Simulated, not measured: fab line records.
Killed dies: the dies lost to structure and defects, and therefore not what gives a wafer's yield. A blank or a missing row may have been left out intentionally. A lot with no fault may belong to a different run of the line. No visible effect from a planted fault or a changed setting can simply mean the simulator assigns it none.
fab line records + flow nandHarc
record
- lots=6
- wafers=18
- lastDay=31
route steps=1302 shown A_DECK1_JOINT@524
lots untouched by any fault: they come from a run of this same line in which no faults occurred
startH: start of the lot's first displayed wafer, in hours after the record's first day + waitH: time in hours since the lot's previous step + " the same as in the row above + L1.1+2: several wafers, shown together as one row + - no value present, or no start provided + * or withheld: withheld + < > ~ a bound
route shown NAME@n: NAME is a module with steps in the file, n the number in the route of the first one + usual: mean/standard deviation of fault-free wafers + same: alike in all rows + chamber/n: place in a boat + sites: readings site by site + _std_site: the standard deviation of these + _edge_site: the outer-site mean with the inner-site mean subtracted + radiusMm: how far each site lies from the wafer's centre + mask NAME#n: copy n + behind: tool/chamber where the wafer was last shaped + hold: the reason the lot was held/the length of the hold in hours/how it ended + device: whichever transistor did not switch (one of n, p or np) + end of line: at the end of the route, the tests of the same wafers + step lacking rows: just its recipe + killed: count of dies lost to structure and defects at first sort (not the wafer's yield) + map: dies across one wafer; x = killed, . = not, _ = none there
set.NAME: the run value of the setting; set.NAME@STEP: its run value at that earlier step + model.NAME: the simulator's own value behind a step, which no gauge read
a table for each step, a row for each wafer; lots at some steps of the route
services: a tool's chamber out of use, with start hour (startH, from the record's first day; less than 0 if before it), hours out, and reason
## steps
# step NHARC_A_DECK1_JOINT_WET_10
# recipe
- tempC=160
- timeS=86
- chemistry=H3PO4
# step NHARC_A_DECK1_JOINT_ETCH_11
# recipe
- targetDepthA=350
- chemistry=dHF
- material=SiO2
# step NHARC_A_DECK1_JOINT_CVD_12
# recipe
- targetThkA=900
- tempC=620
- pressureMtorr=200
- timeS=1800
- material=poly-Si
# step NHARC_A_DECK1_JOINT_CMP_13
# recipe
- targetThkNm=51.023
# usual
- motorCurrentA=11.8/1
- padLifeWafers=176/100
- timeToEndpointS=9.7/2.4
| lot.wafer | tool   | chamber | startH | waitH | motorCurrentA | padLifeWafers | timeToEndpointS |
|-----------|--------|---------|--------|-------|---------------|---------------|-----------------|
| L765.4    | cmp-02 | 1       | 256.23 | 0.4   | 12.3          | 37            | 5.2             |
| L765.3    | "      | 2       | "      | "     | 9.6           | 38            | 5.0             |
| L765.6    | "      | 1       | "      | "     | 12.6          | -             | 6.2             |
| L763.1    | cmp-02 | 3       | 264.16 | 0.4   | 12.9          | 78            | 9.8             |
| L763.2    | "      | 0       | "      | "     | 11.1          | 79            | 10.4            |
| L763.6    | "      | 0       | "      | "     | 11.6          | -             | 10.7            |
| L770.3    | cmp-02 | 3       | 330.53 | 0.4   | 12.2          | 360           | 9.7             |
| L770.6    | "      | 3       | "      | "     | 12.7          | -             | 9.5             |
| L770.5    | "      | 0       | "      | "     | 12.1          | -             | 10.2            |
| L771.2    | cmp-03 | 0       | 330.53 | 0.4   | 13.5          | 216           | 13.0            |
| L771.3    | "      | 1       | "      | "     | 12.5          | 217           | 12.4            |
| L771.4    | "      | 2       | "      | "     | 10.1          | 218           | 13.2            |
| L777.2    | cmp-03 | 2       | 390.71 | 0.4   | 10.5          | 116           | 8.5             |
| L777.3    | "      | 3       | "      | "     | 12.0          | 117           | 8.4             |
| L777.5    | "      | 1       | "      | "     | 11.8          | -             | 10.3            |
| L783.2    | cmp-02 | 1       | 442.33 | 0.4   | 12.4          | 2             | 5.6             |
| L783.6    | "      | 3       | "      | "     | 12.8          | -             | 6.9             |
| L783.5    | "      | 0       | "      | "     | 11.8          | -             | 8.8             |
# step NHARC_A_DECK1_JOINT_THK_MEAS_14
# recipe
- thkMeasGauge=ellipsometry
# usual
- thkNm=51.2/1.5
| lot.wafer | tool         | chamber | startH | waitH | thkNm |
|-----------|--------------|---------|--------|-------|-------|
| L765.3    | filmMetro-02 | -       | 256.46 | 0.2   | 51.2  |
| L765.4    | "            | -       | "      | "     | 51.2  |
| L765.6    | "            | -       | "      | "     | 52.4  |
| L763.1    | filmMetro-02 | -       | 264.41 | 0.2   | 52.4  |
| L763.2    | "            | -       | "      | "     | 52.4  |
| L763.6    | "            | -       | "      | "     | 53.0  |
| L770.3    | filmMetro-01 | -       | 330.79 | 0.2   | 52.7  |
| L770.5    | "            | -       | "      | "     | 51.9  |
| L770.6    | "            | -       | "      | "     | 49.6  |
| L771.2    | filmMetro-02 | -       | 330.79 | 0.2   | 53.7  |
| L771.3    | "            | -       | "      | "     | 52.8  |
| L771.4    | "            | -       | "      | "     | 55.3  |
| L777.2    | filmMetro-01 | -       | 390.92 | 0.2   | 50.3  |
| L777.3    | "            | -       | "      | "     | 53.0  |
| L777.5    | "            | -       | "      | "     | 50.8  |
| L783.2    | filmMetro-01 | -       | 442.53 | 0.2   | 46.6  |
| L783.5    | "            | -       | "      | "     | 51.1  |
| L783.6    | "            | -       | "      | "     | 49.9  |
# step NHARC_A_DECK1_JOINT_SRD_04
# step NHARC_A_DECK1_JOINT_ETCHBACK_00
# recipe
- targetDepthA=300
- timeS=17.4
- hbrFlowSccm=150
- rfW=350
- icpW=350
- biasW=60
- chemistry=HBr
# usual
- drypumpMotorCurrentA=5.3/0.35
- oesProductAu=0.998/0.01
- throttleValvePct=23.266/0.0094
| lot.wafer | tool     | chamber | startH | waitH | drypumpMotorCurrentA | oesProductAu | rfHoursCounterH | throttleValvePct |
|-----------|----------|---------|--------|-------|----------------------|--------------|-----------------|------------------|
| L765.4    | rieSi-01 | 2       | 256.59 | 0.1   | 4.8                  | 0.977        | 0.38            | 23.268           |
| L765.3    | "        | 3       | "      | "     | 5.9                  | 0.995        | 0.35            | 23.268           |
| L765.6    | "        | 3       | "      | "     | 5.9                  | 0.999        | -               | 23.290           |
| L763.2    | rieSi-05 | 2       | 264.54 | 0.1   | 5.0                  | 1.013        | 0.84            | 23.261           |
| L763.1    | "        | 0       | "      | "     | 5.6                  | 1.009        | 0.74            | 23.258           |
| L763.6    | "        | 2       | "      | "     | 5.0                  | 1.016        | -               | 23.278           |
| L770.3    | rieSi-01 | 1       | 330.91 | 0.1   | 5.1                  | 0.997        | 0.69            | 23.253           |
| L770.5    | "        | 1       | "      | "     | 5.1                  | 1.003        | -               | 23.274           |
| L770.6    | "        | 2       | "      | "     | 4.8                  | 0.993        | -               | 23.275           |
| L771.4    | rieSi-06 | 1       | 330.93 | 0.1   | 5.2                  | 1.000        | 0.52            | 23.264           |
| L771.3    | "        | 2       | "      | "     | 5.9                  | 0.987        | 0.55            | 23.260           |
| L771.2    | "        | 3       | "      | "     | 6.0                  | 1.012        | 0.53            | 23.270           |
| L777.2    | rieSi-05 | 0       | 391.07 | 0.1   | 5.6                  | 0.995        | 0.52            | 23.252           |
| L777.3    | "        | 1       | "      | "     | 5.2                  | 1.000        | 0.53            | 23.246           |
| L777.5    | "        | 2       | "      | "     | 5.0                  | 0.991        | -               | 23.275           |
| L783.2    | rieSi-05 | 2       | 442.67 | 0.1   | 5.0                  | 0.983        | 0.87            | 23.274           |
| L783.6    | "        | 1       | "      | "     | 5.2                  | 0.998        | -               | 23.265           |
| L783.5    | "        | 2       | "      | "     | 5.0                  | 0.982        | -               | 23.263           |
# step NHARC_A_DECK1_JOINT_PRECLEAN_30
# recipe
- timeS=*
- tempC=50
- bathAgeMin=0
- chemistry=SC1
# step NHARC_A_DECK1_JOINT_SRD_31
# step NHARC_A_DECK1_JOINT_CVD_34
# recipe
- targetThkA=200
- tempC=700
- pressureMtorr=300
- material=SiNx
# step NHARC_A_DECK1_JOINT_DEP_06
# recipe
- targetThkA=800
- tempC=65
- material=SiOx
# step NHARC_A_DECK1_JOINT_CURE_26
# recipe
- tempC=150
- timeS=32
- pressureAtm=0.395
# step NHARC_A_DECK1_JOINT_ANNEAL_27
# recipe
- tempC=400
- timeS=3600
- idleTempC=300
- rampUpCPerMin=10
- densificationPH2oTorr=640
# usual
- densificationPH2oTorr=639.9/1.3
- rampUpCPerMin=10.000/0.0017
- tube_center_temp_C_max=401.02/0.18
- zonePowerTopPct=9.4/0.8
| lot.wafer | tool       | chamber | startH | waitH | densificationPH2oTorr | rampUpCPerMin | tube_center_temp_C_max | zonePowerTopPct |
|-----------|------------|---------|--------|-------|-----------------------|---------------|------------------------|-----------------|
| L765.3    | furnace-02 | 0       | 268.65 | 5.2   | 641.6                 | 10.000        | 400.95                 | 8.9             |
| L765.4    | "          | 0       | "      | "     | 641.5                 | 9.9989        | 400.81                 | 9.0             |
| L765.6    | "          | 0       | "      | "     | 641.1                 | 9.9992        | 401.21                 | 9.0             |
| L763.1    | furnace-05 | 0       | 274.40 | 3.1   | 639.4                 | 9.9979        | 401.00                 | 10.7            |
| L763.2    | "          | 0       | "      | "     | 637.9                 | 10.002        | 400.94                 | 10.9            |
| L763.6    | "          | 0       | "      | "     | 639.2                 | 9.9986        | 401.04                 | 10.6            |
| L770.3    | furnace-05 | -       | 342.94 | 5.2   | -                     | -             | -                      | -               |
| L770.5    | "          | -       | "      | "     | -                     | -             | -                      | -               |
| L770.6    | "          | -       | "      | "     | -                     | -             | -                      | -               |
| L771.2    | furnace-05 | -       | 342.94 | 5.2   | -                     | -             | -                      | -               |
| L771.3    | "          | -       | "      | "     | -                     | -             | -                      | -               |
| L771.4    | "          | -       | "      | "     | -                     | -             | -                      | -               |
| L777.2    | furnace-02 | 0       | 401.97 | 2.9   | 639.3                 | 10.003        | 401.06                 | 9.1             |
| L777.3    | "          | 0       | "      | "     | 638.9                 | 9.9954        | 401.23                 | 9.0             |
| L777.5    | "          | 0       | "      | "     | 638.5                 | 9.9982        | 401.30                 | 8.8             |
| L783.2    | furnace-02 | 0       | 452.18 | 2.7   | 641.8                 | 9.9990        | 401.08                 | 9.1             |
| L783.5    | "          | 0       | "      | "     | 642.4                 | 10.001        | 401.04                 | 8.9             |
| L783.6    | "          | 0       | "      | "     | 641.5                 | 9.9989        | 401.04                 | 8.8             |
# step NHARC_A_DECK1_JOINT_ANNEAL_28
# recipe
- tempC=500
- timeS=1800
- idleTempC=400
- rampUpCPerMin=10
- densificationPH2oTorr=640
## services
| tool     | chamber | startH | hours | kind   |
|----------|---------|--------|-------|--------|
| cmp-02   | -       | 241.70 | 4.0   | pm     |
| rieSi-06 | -       | 249.00 | 9.0   | pm     |
| cmp-03   | -       | 256.67 | 1.6   | repair |
| cmp-03   | -       | 260.00 | 4.0   | pm     |
| rieSi-05 | 0       | 279.83 | 4.7   | repair |
| cmp-03   | -       | 282.58 | 1.6   | repair |
| rieSi-05 | -       | 305.00 | 9.0   | pm     |
| rieSi-01 | 3       | 319.87 | 5.3   | repair |
| cmp-02   | -       | 339.70 | 4.0   | pm     |
| rieSi-01 | -       | 341.57 | 0.3   | repair |
| cmp-03   | -       | 344.63 | 0.7   | repair |
| cmp-03   | -       | 358.00 | 4.0   | pm     |
| rieSi-01 | -       | 370.06 | 9.0   | pm     |
| rieSi-06 | -       | 373.74 | 1.4   | repair |
| rieSi-05 | 3       | 380.26 | 4.0   | repair |
| rieSi-01 | 1       | 389.11 | 3.8   | repair |
| cmp-02   | -       | 405.76 | 0.5   | repair |
| cmp-03   | -       | 411.92 | 0.5   | repair |
| rieSi-05 | 2       | 420.46 | 1.1   | repair |
| rieSi-06 | -       | 426.00 | 9.0   | pm     |
| cmp-02   | -       | 432.12 | 1.3   | repair |
| cmp-02   | -       | 437.70 | 4.0   | pm     |
| rieSi-01 | -       | 444.87 | 0.4   | repair |
| cmp-02   | -       | 446.95 | 2.0   | repair |
## key
firstSign
- step=NHARC_A_DECK1_JOINT_ANNEAL_27
- reading=toolRecord
- direction=missing
effect none on later readings
metAt NHARC_A_DECK1_JOINT_ANNEAL_27
struckWafers L770.3,L770.5,L770.6,L771.2,L771.3,L771.4
laterRowsLeftOut L770.3,L770.5,L770.6,L771.2,L771.3,L771.4
sortLeftOut L770.3,L770.5,L770.6,L771.2,L771.3,L771.4
testerLeftOut L770,L771
onsetBetween 274.40 342.94
fault
- kind=skippedStepWhole
- tool=furnace-05
- chamber=-
- onsetH=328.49
- steps=NHARC_A_DECK1_JOINT_ANNEAL_27
- scope=struckLotsOnly
# testerLeftOut: of these lots the tester's yield and bins aren't shown, on N5 and GAA mostly nor the transistor test; their killed dies are dies lost to structure and defects alone, not to doping, threshold or leakage, so they don't give the yield
# sortLeftOut: the simulated sort isn't trusted on such a fault, so these wafers' sort isn't shown, and their yield isn't known
# laterRowsLeftOut: the simulator's readings of these wafers behind a module that went badly wrong aren't trusted and aren't shown, but for the sort
